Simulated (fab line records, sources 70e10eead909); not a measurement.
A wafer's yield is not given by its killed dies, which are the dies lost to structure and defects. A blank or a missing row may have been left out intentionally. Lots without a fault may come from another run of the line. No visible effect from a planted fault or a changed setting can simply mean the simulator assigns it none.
Matching of chambers | flow nand harc | NHARC_P_CONTACT_ALD_22 on ald metal-02 has 4 sister chambers
The step deposits TiN, target thk 3 nm, pulse time 1 s, ald cycles 150. 8 wafers are shown with their chamber, then 7 later ones without.

== WAFERS, EACH WITH ITS CHAMBER ==
wafer  | chamber | heater power w (W) | precursor pulse height rel
L530.1 | 1       | 1147               | 0.989
L535.2 | 0       | 1075               | 1.012
L535.3 | 1       | 1172               | 1.017
L537.1 | 3       | 947                | 0.998
L537.2 | 0       | 1068               | 0.957
L537.4 | 2       | 1190               | 0.976
L549.1 | 2       | 1183               | 0.994
L549.2 | 3       | 885                | 0.996

== WAFERS WHOSE CHAMBER IS MISSING ==
wafer  | heater power w (W) | precursor pulse height rel
L549.4 | 1176               | 0.997
L547.2 | 1056               | 0.990
L547.3 | 1188               | 1.038
L547.6 | 1064               | 0.987
L550.2 | 1077               | 1.009
L550.3 | 1229               | 1.012
L550.4 | 1176               | 0.983

== WHICH CHAMBER EACH ONE RAN IN ==
wafer  | from the rows above     | in truth
L549.4 | can't be placed: 2 or 1 | 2
L547.2 | 0                       | 0
L547.3 | can't be placed: 1 or 2 | 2
L547.6 | 0                       | 0
L550.2 | 0                       | 0
L550.3 | can't be placed: 2 or 1 | 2
L550.4 | can't be placed: 2 or 1 | 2
3 of 7 placed correctly. Unplaceable from these rows: 4, with the true chamber sitting among the candidates in 4. Placed wrongly: 0.
How it was worked out, from the rows above alone: a wafer's distance from a chamber is the root of the sum, over the readings, of the square of ((its reading less the chamber's mean) divided by the reading's scatter). If the next closest chamber is less than 2 further off than the closest, the wafer can't be placed; otherwise it belongs to the closest. A chamber's mean is the mean of its shown wafers. The scatter is the square root of a quotient: the sum, over the shown wafers, of each reading's squared deviation from its chamber's mean, divided by wafers minus chambers.
